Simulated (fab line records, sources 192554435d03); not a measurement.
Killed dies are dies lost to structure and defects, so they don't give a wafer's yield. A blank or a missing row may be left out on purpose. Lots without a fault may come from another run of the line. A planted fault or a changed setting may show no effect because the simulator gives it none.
fab line records | flow n5_finfet
record lots=7 wafers=21
route steps=1938 shown SD_EPI_P@321 HKMG_FIN@438 GATE_CUT@490 BEOL_M1@753 BEOL_M2@870 BEOL_M3@937
start_h: hours from the record's first day to the start of the lot's first wafer shown | wait_h: hours since the lot's step before | " the same as in the row above | L1.1+2: a row that stands for several wafers | - no value, or no start given | * or withheld: withheld | < > ~ a bound
route shown NAME@n: a module of which the file shows steps, and the number in the route of the first | usual: mean/standard deviation of fault-free wafers | same: alike in all rows | chamber/n: place in a boat | sites: the reading at each site | _std_site: their standard deviation | _edge_site: outer sites' mean less inner sites' | radius_mm: how far each site lies from the wafer's centre | mask NAME#n: copy n | behind: the tool/chamber that last shaped the wafer | hold: why the lot was held/for how many hours/how that ended | device: the transistor (n, p or np) that didn't switch | end of line: the same wafers' tests at the end of the route | a step without rows: its recipe alone | killed: dies lost to structure and defects at the first sort, not the wafer's yield | map: a wafer's dies, x killed, . not, _ none there
set.NAME: the setting as run; set.NAME@STEP: as run at that earlier step | model.NAME: the simulator's own value behind a step, which no gauge read
lots whose settings were changed on purpose; a table a step, a row a wafer
## steps
# step N5_SD_EPI_P_EPI_21
# recipe material=SiGe:B dopant=B temp_c=550 pressure_torr=20 ambient=H2 time_s=355
# columns lot.wafer tool chamber start_h wait_h set.epi_growth_time_s model.SiGe-B_of_SD_EPI_P_EPI_21.thk_nm
L074.2 epi_rpcvd-02 0 56.14 0.6 355 62.6
L074.3 " 0 " " 355 62.8
L074.5 " 0 " " 355 61.8
L077.2 epi_rpcvd-01 0 72.27 0.5 355 59.8
L077.3 " 0 " " 335.1 57.8
L077.5 " 0 " " 355 60
L087.1 epi_rpcvd-02 0 135.08 0.1 369.4 63.8
L087.2 " 0 " " 355 61.8
L087.4 " 0 " " 355 62.6
L088.1 epi_rpcvd-01 0 138.17 0.1 390.1 66.4
L088.3 " 0 " " 390.1 66
L088.5 " 0 " " 355 62.4
L093.4 epi_rpcvd-03 0 170.54 1.1 355 60.4
L093.5 " 0 " " 355 60.8
L093.6 " 0 " " 355 59.6
L095.2 epi_rpcvd-03 0 181.30 0.5 329 57.6
L095.3 " 0 " " 329 56
L095.4 " 0 " " 355 59.8
L096.1 epi_rpcvd-01 0 190.02 0.1 355 61.2
L096.2+4 " 0 " " 355 61
# step N5_SD_EPI_P_HM_STRIP_48
# recipe chemistry=H3PO4 temp_c=160 material=SiNx target=SiNx target_depth_a=30 overetch_fraction=0.3
# columns lot.wafer tool chamber start_h wait_h set.epi_growth_time_s@SD_EPI_P_EPI_21 model.SiGe-B_of_SD_EPI_P_EPI_21.thk_nm
L074.2 wet_bench-01 4 58.61 0.0 355 62.2
L074.3 " 0 " " 355 62.6
L074.5 " 5 " " 355 61.4
L077.2 wet_bench-03 7 74.19 0.1 355 59.4
L077.3 " 0 " " 335.1 57.6
L077.5 " 6 " " 355 59.8
L087.1 wet_bench-01 3 137.32 0.0 369.4 63.4
L087.2 " 7 " " 355 61.4
L087.4 " 4 " " 355 62.4
L088.1 wet_bench-03 7 140.40 0.0 390.1 66
L088.3 " 5 " " 390.1 65.6
L088.5 " 3 " " 355 62.2
L093.4 wet_bench-03 6 171.69 0.0 355 60
L093.5 " 1 " " 355 60.4
L093.6 " 0 " " 355 59.2
L095.2 wet_bench-01 0 183.18 0.0 329 57.4
L095.3 " 5 " " 329 55.8
L095.4 " 2 " " 355 59.4
L096.1 wet_bench-02 1 192.25 0.0 355 61
L096.2 " 4 " " 355 60.8
L096.4 " 0 " " 355 60.6
# step N5_SD_EPI_P_SRD_49
# recipe dry=ipa_marangoni time_s=30 temp_c=23 rinse_liquid=diw
# step N5_SD_EPI_P_PRECLEAN_24
# recipe chemistry=O3/DIW time_s=45 temp_c=22 o3_ppm=10
# columns lot.wafer tool chamber start_h wait_h set.epi_growth_time_s@SD_EPI_P_EPI_21 model.SiGe-B_of_SD_EPI_P_EPI_21.thk_nm
L074.2 wet_bench-01 4 58.68 0.0 355 62.2
L074.3 " 0 " " 355 62.4
L074.5 " 5 " " 355 61.2
L077.2 wet_bench-03 7 74.26 0.0 355 59.4
L077.3 " 0 " " 335.1 57.4
L077.5 " 6 " " 355 59.6
L087.1 wet_bench-01 3 137.39 0.0 369.4 63.2
L087.2 " 7 " " 355 61.4
L087.4 " 4 " " 355 62.2
L088.1 wet_bench-03 7 140.47 0.0 390.1 65.8
L088.3 " 5 " " 390.1 65.4
L088.5 " 3 " " 355 62
L093.4 wet_bench-03 6 171.76 0.0 355 59.8
L093.5 " 1 " " 355 60.2
L093.6 " 0 " " 355 59
L095.2 wet_bench-01 0 183.25 0.0 329 57.2
L095.3 " 5 " " 329 55.6
L095.4 " 2 " " 355 59.4
L096.1 wet_bench-02 1 192.32 0.0 355 60.8
L096.2 " 4 " " 355 60.6
L096.4 " 0 " " 355 60.4
# step N5_HKMG_FIN_ETCH_35
# recipe chemistry=N2/H2 target=SOC target_depth_a=2158 ion_energy_ev=65 bias_w=5 source_w=3000 time_s=243.4 pressure_mtorr=30 n2_flow_sccm=200 h2_flow_sccm=200
# usual rf_vpp_V=141.4/0.97
# columns lot.wafer tool chamber start_h wait_h set.source_w rf_vpp_V model.etch.depth_nm model.HKMG_FIN.feature_depth_nm model.SOC_of_HKMG_FIN_COAT_29.thk_nm
L074.2 rie_diel-05 3 76.17 0.0 3000 140.9 220.2 220.2 79
L074.3 " 2 " " 3000 141.3 220.7 220.8 79.4
L074.5 " 1 " " 3000 140.8 205.1 205.2 94.2
L077.2 rie_diel-01 3 91.16 0.0 2822 144.1 204.4 204.4 96.4
L077.3 " 1 " " 3000 143.1 218.1 218 83.8
L077.5 " 0 " " 3000 141.0 213.5 213.4 87.4
L087.1 rie_diel-01 3 155.13 0.0 3000 141.6 206.5 206.6 93.8
L087.2 " 1 " " 3357 136.5 233.7 233.8 66.8
L087.4 " 3 " " 3000 140.5 208.6 208.6 92
L088.1 rie_diel-05 0 157.86 0.0 3000 142.0 220 220 81.2
L088.3 " 2 " " 3000 141.6 219.3 219.2 81.2
L088.5 " 3 " " 3000 141.0 220.9 221 78.8
L093.4 rie_diel-05 1 189.48 0.0 3000 140.8 203 203 96.6
L093.5 " 2 " " 3000 141.5 217.8 217.8 80.8
L093.6 " 1 " " 3000 140.5 202.3 202.2 96.6
L095.2 rie_diel-01 2 201.88 0.0 2590 149.9 179.5 179.6 120.2
L095.3 " 1 " " 3000 142.2 214.5 214.6 84.6
L095.4 " 2 " " 3000 141.0 204.4 204.4 95.6
L096.1 rie_diel-04 0 209.89 0.0 3000 140.4 217.6 217.6 83.8
L096.2 " 2 " " 3000 139.2 213.7 213.6 87.2
L096.4 " 3 " " 2706 149.4 189.6 189.6 111.8
# step N5_GATE_CUT_DESCUM_18
# recipe chemistry=O2 time_s=7 source_power_w=50 bias_power_w=20 pressure_mtorr=20 rf_frequency_hz=2.712e+07 temp_c=40 resist=CAR-EUV o2_flow_sccm=225
# columns lot.wafer tool chamber start_h wait_h set.time_s model.CAR-EUV_of_GATE_CUT_COAT_07.thk_nm
L074.2+3+5 rie_diel-06 2,0,2 84.19 0.0 7 26
L077.2 rie_diel-03 1 100.71 0.4 6.201 26.6
L077.3 " 3 " " 7 26
L077.5 " 0 " " 6.201 26.4
L087.1+4 rie_diel-03 3,1 165.29 0.5 5.571 26.8
L087.2 " 2 " " 7 26
L088.1 rie_diel-03 2 166.19 0.0 7 26
L088.3 " 1 " " 7 26.2
L088.5 " 0 " " 8.415 25.4
L093.4+5 rie_diel-03 1,3 198.12 0.0 8.354 25.4
L093.6 " 0 " " 7 26
L095.2 rie_diel-06 3 209.66 0.0 7.65 25.8
L095.3 " 1 " " 7 26.2
L095.4 " 0 " " 7.65 25.6
L096.1 rie_diel-03 2 218.65 0.0 7.507 25.6
L096.2 " 1 " " 7 26.2
L096.4 " 0 " " 7.507 25.8
# step N5_GATE_CUT_ETCH_28
# recipe chemistry=N2/H2 target=underlayer target_depth_a=130 mask_material=CAR-EUV time_s=10.4 ion_energy_ev=200 pressure_mtorr=30 source_w=840 bias_w=150 n2_flow_sccm=200 h2_flow_sccm=200 ends=cleared
# step N5_GATE_CUT_ETCH_36
# recipe chemistry=CF4 target=SiARC target_depth_a=130 mask_material=CAR-EUV time_s=21.7 ion_energy_ev=80 pressure_mtorr=40 source_w=545 bias_w=36 Ar_flow_sccm=100 cf4_flow_sccm=100 ends=cleared
# columns lot.wafer tool chamber start_h wait_h set.time_s@GATE_CUT_DESCUM_18 model.CAR-EUV_of_GATE_CUT_COAT_07.thk_nm
L074.2 rie_diel-06 2 84.25 0.0 7 6.6
L074.3+5 " 0,2 " " 7 6.8
L077.2 rie_diel-03 1 100.76 0.0 6.201 7.6
L077.3 " 3 " " 7 7
L077.5 " 0 " " 6.201 7.4
L087.1+4 rie_diel-03 3,1 165.34 0.0 5.571 7.8
L087.2 " 2 " " 7 6.6
L088.1 rie_diel-03 2 166.24 0.0 7 6.6
L088.3 " 1 " " 7 7
L088.5 " 0 " " 8.415 6.2
L093.4+5 rie_diel-03 1,3 198.18 0.0 8.354 6.4
L093.6 " 0 " " 7 7
L095.2+4 rie_diel-06 3,0 209.72 0.0 7.65 6.4
L095.3 " 1 " " 7 7.2
L096.1 rie_diel-03 2 218.71 0.0 7.507 6.2
L096.2 " 1 " " 7 7.2
L096.4 " 0 " " 7.507 6.8
# step N5_BEOL_M1_PECVD_72
# recipe material=SiO2 target_thk_a=160 temp_c=400 precursor=TEOS/O2 pressure_torr=5.5 rf_w=450 teos_flow_sccm=53.8 gas=O2 flow_sccm=3000 time_s=18
# columns lot.wafer tool chamber start_h wait_h set.time_s model.SiO2_of_BEOL_M1_PECVD_72.thk_nm
L074.2 pecvd-01 0 125.15 0.0 18 16.2
L074.3 " 2 " " 18 15.8
L074.5 " 2 " " 18 16
L077.2+3 pecvd-01 0,2 133.69 0.0 18 16.4
L077.5 " 0 " " 18 16.8
L087.1+2 pecvd-01 2,0 200.79 0.0 18 16
L087.4 " 1 " " 18 16.2
L088.1+3 pecvd-02 1,2 204.19 0.1 16.16 14
L088.5 " 2 " " 18 16
L093.4+6 pecvd-01 0,2 236.48 0.1 18 16.4
L093.5 " 1 " " 16.86 15.2
L095.2 pecvd-02 0 251.28 0.0 18 15.6
L095.3 " 1 " " 18 15.8
L095.4 " 2 " " 18 16
L096.1 pecvd-02 0 251.55 0.0 20.08 17.4
L096.2 " 2 " " 20.08 17.6
L096.4 " 2 " " 18 16
# step N5_BEOL_M1_HM_DEP_02
# recipe material=TiN target_thk_a=200 temp_c=25 chamber_pressure_pa=0.49996
# columns lot.wafer tool chamber start_h wait_h set.target_thk_a model.TiN_of_BEOL_M1_HM_DEP_02.thk_nm
L074.2+5 pvd_sputter-02 - 125.28 0.1 200 19.8
L074.3 " - " " 200 19.6
L077.2 pvd_sputter-03 - 133.74 0.0 200 20.4
L077.3 " - " " 200 20.6
L077.5 " - " " 200 20.2
L087.1+2 pvd_sputter-01 - 201.58 0.8 200 19.8
L087.4 " - " " 200 20.4
L088.1+5 pvd_sputter-02 - 205.11 0.9 182.3 18.6
L088.3 " - " " 200 20.2
L093.4+5 pvd_sputter-03 - 237.97 1.5 200 20.2
L093.6 " - " " 177.3 17.6
L095.2 pvd_sputter-02 - 254.34 3.0 212.4 21.4
L095.3 " - " " 200 20.2
L095.4 " - " " 200 20.4
L096.1+4 pvd_sputter-02 - 254.44 2.9 200 20
L096.2 " - " " 200 19.8
# step N5_BEOL_M1_COAT_61
# recipe resist=SOC temp_c=250 time_s=60 spin_rpm=1500 resist_thk_nm=60
# step N5_BEOL_M1_COAT_62
# recipe resist=SiARC temp_c=220 time_s=60 spin_rpm=1500 resist_thk_nm=12
# step N5_BEOL_M1_STRIP_75
# recipe chemistry=N2/H2 temp_c=40 n2_flow_sccm=200 h2_flow_sccm=200 rf_frequency_hz=6e+07
# step N5_BEOL_M1_STRIP_66
# recipe chemistry=CF4 resist=SiARC power_w=300 bias_power_w=75 pressure_mtorr=50 cf4_flow_sccm=150 rf_frequency_hz=6e+07
# step N5_BEOL_M1_HM_OPEN_17
# recipe chemistry=Cl2/BCl3 target_depth_a=200 overetch_a=60 target=TiN mask_material=SOC ion_energy_ev=150 pressure_mtorr=10 icp_w=1000 bias_w=126 Cl2_flow_sccm=53.25 bcl3_flow_sccm=21.75 Ar_flow_sccm=25
# columns lot.wafer tool chamber start_h wait_h set.target_thk_a@BEOL_M1_HM_DEP_02 model.etch.depth_nm
L074.2 rie_metal-03 1 126.16 0.0 200 19.78
L074.3 " 1 " " 200 19.69
L074.5 " 0 " " 200 19.85
L077.2 rie_metal-02 1 134.50 0.0 200 20.36
L077.3 " 1 " " 200 20.58
L077.5 " 0 " " 200 20.26
L087.1 rie_metal-02 1 202.37 0.0 200 19.8
L087.2 " 0 " " 200 19.83
L087.4 " 0 " " 200 20.33
L088.1 rie_metal-01 0 206.30 0.0 182.3 18.61
L088.3 " 0 " " 200 20.12
L088.5 " 1 " " 182.3 18.51
L093.4 rie_metal-03 1 238.95 0.1 200 20.24
L093.5 " 0 " " 200 20.3
L093.6 " 1 " " 177.3 17.51
L095.2 rie_metal-02 1 255.26 0.0 212.4 21.38
L095.3 " 0 " " 200 20.23
L095.4 " 1 " " 200 20.36
L096.1 rie_metal-01 1 255.34 0.0 200 19.97
L096.2 " 0 " " 200 19.76
L096.4 " 0 " " 200 20
# step N5_BEOL_M1_ETCH_70
# recipe chemistry=N2/H2 target=SOC target_depth_a=800 overetch_a=160 mask_material=SiARC temp_c=40 time_s=120 ion_energy_ev=200 pressure_mtorr=30 source_w=840 bias_w=150 n2_flow_sccm=200 h2_flow_sccm=200
# usual rf_vpp_V=524.0/2.1
# columns lot.wafer tool chamber start_h wait_h set.bias_w rf_vpp_V model.SiARC_of_BEOL_M1_COAT_68.thk_nm
L074.2 rie_diel-03 3 127.72 0.0 150 526.2 6.4
L074.3 " 0 " " 150 520.1 6.2
L074.5 " 1 " " 150 523.9 6.4
L077.2 rie_diel-06 3 139.95 0.0 150 523.2 6.8
L077.3 " 2 " " 167.8 562.2 5.2
L077.5 " 2 " " 150 524.8 6.2
L087.1 rie_diel-02 3 206.75 0.0 150 522.8 6.4
L087.2 " 2 " " 150 523.7 6.4
L087.4 " 1 " " 150 526.9 6
L088.1 rie_diel-03 0 210.11 0.0 137.6 493.4 6.8
L088.3 " 3 " " 150 525.2 6.4
L088.5 " 2 " " 150 524.5 6.6
L093.4 rie_diel-02 1 241.79 0.0 163.8 557.4 5.4
L093.5 " 2 " " 163.8 554.0 5.8
L093.6 " 1 " " 163.8 557.5 5.4
L096.1 rie_diel-02 3 257.16 0.0 175 575.6 5.2
L096.2 " 0 " " 150 521.7 6.4
L096.4 " 1 " " 175 580.5 4.8
L095.2 rie_diel-03 1 261.87 0.0 150 523.3 6.4
L095.3 " 3 " " 150 527.2 6.6
L095.4 " 2 " " 150 524.9 6.6
# step N5_BEOL_M2_COAT_22
# recipe resist=CAR-EUV spin_rpm=1500 resist_thk_nm=30
# columns lot.wafer tool chamber start_h wait_h set.spin_rpm model.CAR-EUV_of_BEOL_M2_COAT_22.thk_nm
L074.2+3 litho_track-02 0 - - 1500 29.8
L074.5 " 0 " " 1500 30
L077.2+5 litho_track-01 0 - - 1500 30
L077.3 " 0 " " 1362 31.4
L087.1+2+4 litho_track-01 0 - - 1500 30.2
L088.1+3+5 litho_track-03 0 - - 1365 31.4
L093.4+6 litho_track-03 0 - - 1500 30
L093.5 " 0 " " 1620 28.8
L096.1 litho_track-03 0 - - 1417 30.8
L096.2+4 " 0 " " 1500 30
L095.2+4 litho_track-03 0 - - 1500 30
L095.3 " 0 " " 1500 29.8
# step N5_BEOL_M2_EXPOSE_25
# recipe mask_id=V1 na=0.33 source_shape=quasar sigma_inner=0.2 sigma_outer=0.8 polarization=unpolarized defocus_nm=5 dose_mj=63
# columns lot.wafer tool chamber start_h wait_h mask set.dose_mj
L074.2+3+5 euv_scanner-01 0 134.06 - V1#0 63
L077.2+3 euv_scanner-02 0 148.89 - V1#0 59.71
L077.5 " 0 " " V1#0 63
L087.1+2+4 euv_scanner-02 0 212.71 - V1#0 63
L088.1+5 euv_scanner-02 0 215.72 - V1#0 66.2
L088.3 " 0 " " V1#0 63
L093.4+6 euv_scanner-02 0 249.67 - V1#0 59.34
L093.5 " 0 " " V1#0 63
L096.1+2 euv_scanner-01 0 264.56 - V1#0 67.23
L096.4 " 0 " " V1#0 63
L095.2+3 euv_scanner-02 0 268.03 - V1#0 66.58
L095.4 " 0 " " V1#0 63
# step N5_BEOL_M2_PEB_26
# recipe peb_temp_c=100 peb_time_s=60 resist=CAR-EUV
# step N5_BEOL_M2_DEVELOP_27
# recipe develop_time_s=30 developer=TMAH resist=CAR-EUV rinse_liquid=surfactant_rinse dry=air_spin dev_temp_c=23
# columns lot.wafer tool chamber start_h wait_h set.spin_rpm@BEOL_M2_COAT_22 model.CAR-EUV_of_BEOL_M2_COAT_22.thk_nm
L074.2+3 litho_track-03 0 - - 1500 29.4
L074.5 " 0 " " 1500 29.6
L077.2+5 litho_track-01 0 - - 1500 29.6
L077.3 " 0 " " 1362 31
L087.1+2+4 litho_track-01 0 - - 1500 29.6
L088.1+3+5 litho_track-03 0 - - 1365 31
L093.4+6 litho_track-03 0 - - 1500 29.4
L093.5 " 0 " " 1620 28.4
L096.1 litho_track-01 0 - - 1417 30.4
L096.2 " 0 " " 1500 29.6
L096.4 " 0 " " 1500 29.4
L095.2+3+4 litho_track-03 0 - - 1500 29.4
# step N5_BEOL_M2_CD_MEAS_28
# recipe target_cd_nm=26.2 landing_energy_ev=500 detector=se_inlens target_cd_y_nm=24.1 polarity=opening
# usual cd_nm=26.20/0.28
# columns lot.wafer tool chamber start_h wait_h set.dose_mj@BEOL_M2_EXPOSE_25 cd_nm
L074.2 cd_sem-02 0 134.20 - 63 26.52
L074.3 " 0 " " 63 26.69
L074.5 " 0 " " 63 26.65
L077.2 cd_sem-03 0 149.03 - 59.71 25.29
L077.3 " 0 " " 59.71 25.10
L077.5 " 0 " " 63 26.52
L087.1 cd_sem-01 0 212.86 - 63 26.40
L087.2 " 0 " " 63 26.21
L087.4 " 0 " " 63 25.87
L088.1 cd_sem-01 0 215.87 - 66.2 27.35
L088.3 " 0 " " 63 26.40
L088.5 " 0 " " 66.2 27.17
L093.4 cd_sem-01 0 249.79 - 59.34 25.10
L093.5 " 0 " " 63 26.32
L093.6 " 0 " " 59.34 25.02
L096.1 cd_sem-01 0 264.71 - 67.23 26.82
L096.2 " 0 " " 67.23 27.17
L096.4 " 0 " " 63 26.04
L095.2 cd_sem-02 0 268.17 - 66.58 27.15
L095.3 " 0 " " 66.58 27.37
L095.4 " 0 " " 63 26.16
# step N5_BEOL_M2_DESCUM_33
# recipe chemistry=O2 time_s=7 source_power_w=50 bias_power_w=20 pressure_mtorr=20 rf_frequency_hz=2.712e+07 temp_c=40 resist=CAR-EUV o2_flow_sccm=225
# step N5_BEOL_M2_ETCH_77
# recipe chemistry=N2/H2 target=underlayer target_depth_a=65 mask_material=CAR-EUV time_s=5.2 ion_energy_ev=200 pressure_mtorr=30 source_w=840 bias_w=150 n2_flow_sccm=200 h2_flow_sccm=200 ends=cleared
# columns lot.wafer tool chamber start_h wait_h set.spin_rpm@BEOL_M2_COAT_22 model.CAR-EUV_of_BEOL_M2_COAT_22.thk_nm
L074.2 rie_diel-05 2 134.40 0.0 1500 20.2
L074.3 " 3 " " 1500 20
L074.5 " 1 " " 1500 20.4
L077.2+5 rie_diel-04 1 149.18 0.0 1500 20.4
L077.3 " 0 " " 1362 21.8
L087.1+2+4 rie_diel-05 1,0,3 213.02 0.0 1500 20.4
L088.1+3 rie_diel-01 1,3 216.02 0.0 1365 21.8
L088.5 " 0 " " 1365 22
L093.4+6 rie_diel-01 0 249.94 0.0 1500 20.4
L093.5 " 3 " " 1620 19.2
L096.1 rie_diel-01 0 264.87 0.0 1417 21.4
L096.2 " 2 " " 1500 20.4
L096.4 " 1 " " 1500 20.2
L095.2+4 rie_diel-01 1,3 268.32 0.0 1500 20.2
L095.3 " 0 " " 1500 20.4
# step N5_BEOL_M2_ETCH_69
# recipe chemistry=CF4 target=SiARC target_depth_a=156 mask_material=CAR-EUV time_s=26 ion_energy_ev=80 pressure_mtorr=40 source_w=545 bias_w=36 Ar_flow_sccm=100 cf4_flow_sccm=100 ends=cleared
# step N5_BEOL_M2_ALD_98
# recipe material=SiO2 target_thk_a=25 temp_c=100 ald_precursor_family=BDEAS ald_co_reactant=O2-plasma pulse_time_s=1 co_reactant_pulse_time_s=1 purge_time_s=2 co_reactant_purge_time_s=2 ald_cycles=17 pressure_torr=2
# step N5_BEOL_M2_ETCHBACK_99
# recipe chemistry=CHF3 target=SiO2 target_depth_a=50 time_s=10.4 source_w=215 bias_w=47 Ar_flow_sccm=200 CHF3_flow_sccm=12 ion_energy_ev=100 pressure_mtorr=30
# columns lot.wafer tool chamber start_h wait_h set.spin_rpm@BEOL_M2_COAT_22 model.CAR-EUV_of_BEOL_M2_COAT_22.thk_nm
L074.2+5 rie_diel-05 3,2 138.32 3.8 1500 10.4
L074.3 " 2 " " 1500 10.2
L077.2 rie_diel-01 1 150.81 1.4 1500 10.6
L077.3 " 2 " " 1362 12
L077.5 " 3 " " 1500 10.4
L087.1 rie_diel-01 1 216.12 3.0 1500 10.6
L087.2+4 " 0,3 " " 1500 10.4
L088.1 rie_diel-05 2 221.87 5.5 1365 11.8
L088.3+5 " 3 " " 1365 12
L093.4 rie_diel-05 0 256.37 6.2 1500 10.6
L093.5 " 3 " " 1620 9.2
L093.6 " 2 " " 1500 10.4
L096.1 rie_diel-04 2 268.85 3.8 1417 11.4
L096.2 " 3 " " 1500 10.6
L096.4 " 0 " " 1500 10.2
L095.2 rie_diel-05 2 269.04 0.2 1500 10.2
L095.3+4 " 3 " " 1500 10.4
# step N5_BEOL_M3_COAT_73
# recipe resist=underlayer temp_c=205 time_s=60 spin_rpm=1500 resist_thk_nm=5
# columns lot.wafer tool chamber start_h wait_h set.spin_rpm
L074.2+3+5 litho_track-05 0 - - 1500
L077.2+3+5 litho_track-04 0 - - 1500
L087.1+2+4 litho_track-05 0 - - 1500
L088.1+3 litho_track-02 0 - - 1500
L088.5 " 0 " " 1545
L093.4 litho_track-05 0 - - 1431
L093.5+6 " 0 " " 1500
L096.1+2 litho_track-05 0 - - 1500
L096.4 " 0 " " 1595
L095.2+3 litho_track-04 0 - - 1406
L095.4 " 0 " " 1500
## key
split step=N5_SD_EPI_P_EPI_21 setting=epi_growth_time_s stated=355 by=wafer
response step=N5_SD_EPI_P_EPI_21 reading=model.SiGe-B_of_SD_EPI_P_EPI_21.thk_nm change=+0.39 per=1% r=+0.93
response step=N5_SD_EPI_P_HM_STRIP_48 reading=model.SiGe-B_of_SD_EPI_P_EPI_21.thk_nm change=+0.368 per=1% r=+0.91
response step=N5_SD_EPI_P_PRECLEAN_24 reading=model.SiGe-B_of_SD_EPI_P_EPI_21.thk_nm change=+0.376 per=1% r=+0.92
split step=N5_HKMG_FIN_ETCH_35 setting=source_w stated=3000 by=wafer
response step=N5_HKMG_FIN_ETCH_35 reading=rf_vpp_V change=-0.594 per=1% r=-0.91
response step=N5_HKMG_FIN_ETCH_35 reading=model.etch.depth_nm change=+2.27 per=1% r=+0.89
response step=N5_HKMG_FIN_ETCH_35 reading=model.HKMG_FIN.feature_depth_nm change=+2.27 per=1% r=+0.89
response step=N5_HKMG_FIN_ETCH_35 reading=model.SOC_of_HKMG_FIN_COAT_29.thk_nm change=-2.27 per=1% r=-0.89
split step=N5_GATE_CUT_DESCUM_18 setting=time_s stated=7 by=wafer
response step=N5_GATE_CUT_DESCUM_18 reading=model.CAR-EUV_of_GATE_CUT_COAT_07.thk_nm change=-0.0382 per=1% r=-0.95
response step=N5_GATE_CUT_ETCH_36 reading=model.CAR-EUV_of_GATE_CUT_COAT_07.thk_nm change=-0.0452 per=1% r=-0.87
split step=N5_BEOL_M1_PECVD_72 setting=time_s stated=18 by=wafer
response step=N5_BEOL_M1_PECVD_72 reading=model.SiO2_of_BEOL_M1_PECVD_72.thk_nm change=+0.163 per=1% r=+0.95
split step=N5_BEOL_M1_HM_DEP_02 setting=target_thk_a stated=200 by=wafer
response step=N5_BEOL_M1_HM_DEP_02 reading=model.TiN_of_BEOL_M1_HM_DEP_02.thk_nm change=+0.206 per=1% r=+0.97
response step=N5_BEOL_M1_HM_OPEN_17 reading=model.etch.depth_nm change=+0.211 per=1% r=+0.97
split step=N5_BEOL_M1_ETCH_70 setting=bias_w stated=150 by=wafer
response step=N5_BEOL_M1_ETCH_70 reading=rf_vpp_V change=+3.39 per=1% r=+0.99
response step=N5_BEOL_M1_ETCH_70 reading=model.SiARC_of_BEOL_M1_COAT_68.thk_nm change=-0.0847 per=1% r=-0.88
split step=N5_BEOL_M2_COAT_22 setting=spin_rpm stated=1500 by=wafer
response step=N5_BEOL_M2_COAT_22 reading=model.CAR-EUV_of_BEOL_M2_COAT_22.thk_nm change=-0.15 per=1% r=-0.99
response step=N5_BEOL_M2_DEVELOP_27 reading=model.CAR-EUV_of_BEOL_M2_COAT_22.thk_nm change=-0.144 per=1% r=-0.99
response step=N5_BEOL_M2_ETCH_77 reading=model.CAR-EUV_of_BEOL_M2_COAT_22.thk_nm change=-0.159 per=1% r=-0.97
response step=N5_BEOL_M2_ETCHBACK_99 reading=model.CAR-EUV_of_BEOL_M2_COAT_22.thk_nm change=-0.166 per=1% r=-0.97
split step=N5_BEOL_M2_EXPOSE_25 setting=dose_mj stated=63 by=wafer
response step=N5_BEOL_M2_CD_MEAS_28 reading=cd_nm change=+0.19 per=1% r=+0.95
split step=N5_BEOL_M3_COAT_73 setting=spin_rpm stated=1500 by=wafer
response none in this file
